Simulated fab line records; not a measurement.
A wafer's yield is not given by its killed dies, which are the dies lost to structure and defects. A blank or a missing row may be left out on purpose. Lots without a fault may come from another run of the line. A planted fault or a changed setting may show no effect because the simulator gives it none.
Split-lot study -- flow n5Finfet -- on a route of 1938 steps: 7 lots, 39 wafers read

THE SPLIT
At N5_DUMMY_GATE_ETCH_32 (etches SiO2 in CF4, target depth 3.5 nm, time 3.9 s), the setting timeS was moved away from the recipe's 3.9 s on 9 of the 39 wafers read, by +7.8% to +16.5%. All remaining wafers had this setting at the recipe value.

The reading comes from the split's own step.

THE READING
etch.depthNm (the simulator's own value, which no gauge read), in nm, at N5_DUMMY_GATE_ETCH_32 (etches SiO2 in CF4, target depth 3.5 nm, time 3.9 s). No usual value for it is given in the file. The 30 wafers here that ran the recipe average 3.512 nm, standard deviation 0.046 nm.

wafer,"tool, chamber at the split","timeS as run, s",against the recipe,"etch.depthNm, nm",against lot-mates on the recipe
L075.1,"rieSi-03, 3",3.9,recipe,3.613,-
L075.2,"rieSi-03, 0",3.9,recipe,3.504,-
L075.3,"rieSi-03, 2",3.9,recipe,3.496,-
L075.4,"rieSi-03, 1",3.9,recipe,3.539,-
L075.5,"rieSi-03, 3",3.9,recipe,3.607,-
L075.6,"rieSi-03, 2",3.9,recipe,3.444,-
L078.1,"rieSi-04, 3",4.543,+16.5%,4.068,+0.551
L078.2,"rieSi-04, 1",3.9,recipe,3.559,-
L078.3,"rieSi-04, 0",4.543,+16.5%,4.049,+0.532
L078.4,"rieSi-04, 2",4.543,+16.5%,4.026,+0.509
L078.5,"rieSi-04, 3",3.9,recipe,3.528,-
L078.6,"rieSi-04, 0",3.9,recipe,3.464,-
L083.1,"rieSi-02, 1",3.9,recipe,3.502,-
L083.2,"rieSi-02, 2",3.9,recipe,3.511,-
L083.3,"rieSi-02, 0",3.9,recipe,3.518,-
L083.4,"rieSi-02, 1",3.9,recipe,3.529,-
L083.5,"rieSi-02, 0",3.9,recipe,3.483,-
L083.6,"rieSi-02, 2",3.9,recipe,3.486,-
L089.1,"rieSi-04, 0",4.503,+15.5%,4.007,+0.503
L089.2,"rieSi-04, 2",3.9,recipe,3.443,-
L089.3,"rieSi-04, 3",4.503,+15.5%,4.068,+0.564
L089.4,"rieSi-04, 1",3.9,recipe,3.539,-
L089.5,"rieSi-04, 2",4.503,+15.5%,3.951,+0.447
L089.6,"rieSi-04, 3",3.9,recipe,3.53,-
L090.1,"rieSi-02, 3",3.9,recipe,3.565,-
L090.2,"rieSi-02, 1",3.9,recipe,3.512,-
L090.3,"rieSi-02, 2",3.9,recipe,3.505,-
L090.4,"rieSi-02, 0",3.9,recipe,3.494,-
L090.5,"rieSi-02, 3",3.9,recipe,3.577,-
L090.6,"rieSi-02, 0",3.9,recipe,3.49,-
L093.4,"rieSi-03, 2",3.9,recipe,3.423,-
L093.5,"rieSi-03, 3",3.9,recipe,3.581,-
L093.6,"rieSi-03, 0",3.9,recipe,3.477,-
L095.1,"rieSi-02, 3",4.203,+7.8%,3.812,+0.333
L095.2,"rieSi-02, 2",3.9,recipe,3.472,-
L095.3,"rieSi-02, 0",3.9,recipe,3.478,-
L095.4,"rieSi-02, 1",4.203,+7.8%,3.755,+0.276
L095.5,"rieSi-02, 3",4.203,+7.8%,3.81,+0.331
L095.6,"rieSi-02, 2",3.9,recipe,3.487,-

THE FIT
A straight line over all 39 wafers: etch.depthNm changes by +0.0326 nm for each +1% of timeS; r = +0.97; the points scatter about the line by 0.045 nm.
The same after taking each lot's own level away (the mean of its wafers on the recipe; 39 wafers): +0.033 nm for each +1%; r = +0.98; scatter 0.045 nm.
That fit puts the effect of the largest move of timeS on the reading at 0.54 nm.
Measured against the standard deviation above, the lots' own levels, which go from 3.4790 to 3.5338 nm, span 1.2 times it.
Hence the lot-to-lot level has little effect on the slope; both slopes agree.
Check: with one of the wafers moved furthest among these (+16.5%) left out of the fit, the line predicts +0.547 nm for it against its lot-mates. It came out at +0.551 nm against them.

FILE'S OWN FIT
etch.depthNm changes by +0.0332 nm for each +1% of timeS, r = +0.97.
